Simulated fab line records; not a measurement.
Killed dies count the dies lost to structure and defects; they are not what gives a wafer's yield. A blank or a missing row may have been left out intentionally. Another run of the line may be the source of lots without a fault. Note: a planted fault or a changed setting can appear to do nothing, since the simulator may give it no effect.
Comparing a struck lot with a sound one / flow n5-finfet / 42 out of 1938 route steps
Sound: wafers L376.2, L376.5, L376.6. Struck: wafer L374.6. (L374.2, L374.4 of the same lot were not struck and are left out.) The cause comes at the end.
Per side, at each step with rows, come the tool, then ch with its chambers, and then its first start. Under that, the readings that differ: sound wafers / struck wafers / difference of the means / sigmas: that difference in standard deviations of wafers without a fault.
alike: words and numbers the same on both sides, and readings whose means are apart by under 2 such deviations; not compared: readings that were withheld, readings missing a value for some wafer, numbers with overlapping values and no deviation given by the record, and bounds like >300 which may hide the same value.
The two part at a step that has a row with sigmas, a row that says differs or no value, or rows on one side only. Numbers that have no deviation but don't overlap get no sigmas and don't part them. A reading missing from all wafers of one side parts the sides only when that side holds two or more wafers.

N5_BEOL_M2_STRIP_36: strips in N2/H2.
  sound on rie-diel-03 ch 1,2,3, day 10 23:38; struck on rie-diel-04 ch 3, day 10 00:22
  alike: drypump-motor-current-A, oes-product-au, rf-vpp-V, showerhead-plenum-p-Torr, throttle-valve-pct
  not compared: rf-hours-counter-h
then, 3 steps without rows for these wafers: N5_BEOL_M2_TRENCH_ETCH_37 (etches SiOC in C4F6/O2, target depth 55.555 nm, time 29.2 s); N5_BEOL_M2_ETCH_41 (etches SiCN in CH3F/O2, target depth 29.9 nm, time 52.5 s); N5_BEOL_M2_STRIP_97 (strips in N2/H2, time 10 s).
N5_BEOL_M2_OCD_MEAS_38:
  sound: ocd-02 at day 10 23:49; struck: ocd-02 at day 10 00:34
  alike: trench-depth-nm
then, 4 steps without rows for these wafers: N5_BEOL_M2_HM_STRIP_39 (strips TiN in peroxide tin strip, target depth 25 nm, time 158 s); N5_BEOL_M2_SRD_40 (time 30 s); N5_BEOL_M2_PRECLEAN_42 (cleans in residue remover, time 60 s); N5_BEOL_M2_SRD_43 (time 30 s).
N5_BEOL_M2_CD_MEAS_35: target cd 18 nm, target cd y 22.2 nm.
  sound: cd-sem-03 at day 10 23:59; struck: cd-sem-02 at day 10 00:43
  alike: cd-nm
then, 1 step without rows for these wafers: N5_BEOL_M2_DEGAS_44 (time 60 s).
N5_BEOL_M2_PRE_CLEAN_45: time 30 s.
  sound: pvd-sputter-02 at day 11 01:04; struck: pvd-sputter-03 at day 10 01:14
  alike: heater-power-w
N5_BEOL_M2_ALD_84: deposits TaN, pulse time 2 s, purge time 3 s, co reactant purge time 2 s.
  sound on ald-metal-01 ch 0,1,3, day 11 01:10; struck on ald-metal-02 ch 0, day 10 01:28
  alike: heater-power-w
then, 9 steps without rows for these wafers: N5_BEOL_M2_SURFACE_TREAT_85; N5_BEOL_M2_CVD_47 (deposits Co from CCTBA/H2, target thk 3 nm, time 223.8 s); N5_BEOL_M2_SPUTTER_48 (material Cu, target thk 4.5 nm, time 8.29 s); N5_BEOL_M2_ANNEAL_49 (time 240 s); N5_BEOL_M2_SPUTTER_79 (material Cu, target thk 4.5 nm, time 8.29 s); N5_BEOL_M2_ANNEAL_80 (time 240 s); N5_BEOL_M2_SPUTTER_81 (material Cu, target thk 4.5 nm, time 8.29 s); N5_BEOL_M2_ANNEAL_82 (time 240 s); N5_BEOL_M2_SPUTTER_86 (material Cu, target thk 4.5 nm, time 8.29 s).
N5_BEOL_M2_ANNEAL_87: time 240 s.
  sound: pvd-sputter-02 at day 11 02:33; struck: pvd-sputter-03 at day 10 04:21
  alike: heater-power-w
then, 2 steps without rows for these wafers: N5_BEOL_M2_SPUTTER_88 (material Cu, target thk 4.5 nm, time 8.29 s); N5_BEOL_M2_ANNEAL_89 (time 240 s).
N5_BEOL_M2_SPUTTER_90: material Cu, target thk 4.5 nm, time 8.29 s.
  sound: pvd-sputter-02 at day 11 02:55; struck: pvd-sputter-03 at day 10 04:43
  alike: chuck-gas-flow-sccm, substrate-temp-c, throttle-valve-pct
then, 8 steps without rows for these wafers: N5_BEOL_M2_ANNEAL_91 (time 240 s); N5_BEOL_M2_SPUTTER_92 (material Cu, target thk 4.5 nm, time 8.29 s); N5_BEOL_M2_ANNEAL_93 (time 240 s); N5_BEOL_M2_SPUTTER_94 (material Cu, target thk 4.5 nm, time 8.29 s); N5_BEOL_M2_ANNEAL_95 (time 240 s); N5_BEOL_M2_SPUTTER_96 (material Cu, target thk 4.5 nm, time 8.29 s); N5_BEOL_M2_ECD_50 (material Cu, target thk 300 nm); N5_BEOL_M2_ANNEAL_51 (time 90 s).
N5_BEOL_M2_CMP_52: polishes, stops on SiOC, t overpolish 6.8 s, target thk 40 nm.
  sound on cmp-01 ch 0,1,3, day 11 04:22; struck on cmp-02 ch 3, day 10 05:52
  alike: barrier-field-endpoint-s, motor-current-A, overpolish-run-s, time-to-endpoint-s
N5_BEOL_M2_THK_MEAS_53: measures by xrf.
  sound: film-metro-02 at day 11 04:33; struck: film-metro-01 at day 10 06:10
  alike: M2_THK
then, 4 steps without rows for these wafers: N5_BEOL_M2_PRE_CLEAN_60 (time 15 s); N5_BEOL_M2_CO_CAP_55 (material Co, precursor CCTBA/H2, target thk 2 nm, time 102.1 s); N5_BEOL_M2_PRE_CLEAN_56 (time 15 s); N5_BEOL_M2_DEP_57 (deposits SiCN from 3MS/NH3, target thk 8 nm, time 14 s).
N5_BEOL_M2_RS_MEAS_58: measures by four-point-probe.
  sound: film-metro-02 at day 11 04:49; struck: film-metro-01 at day 10 06:28
  alike: M2_RS
-- record jumps: 5 days separate the struck wafers' starts on either side; left off in module BEOL_M2, taken up again in module PASSIVATION, whose first shown step is the route's number 1936 --
N5_PASSIVATION_PROBE_49:
  rows exist in the record for the struck wafers here (prober-01, day 15 17:37), but not for the sound ones

== WHERE THEY PART ==
Only at N5_PASSIVATION_PROBE_49, within this record.

WHY: the cause the simulator had injected
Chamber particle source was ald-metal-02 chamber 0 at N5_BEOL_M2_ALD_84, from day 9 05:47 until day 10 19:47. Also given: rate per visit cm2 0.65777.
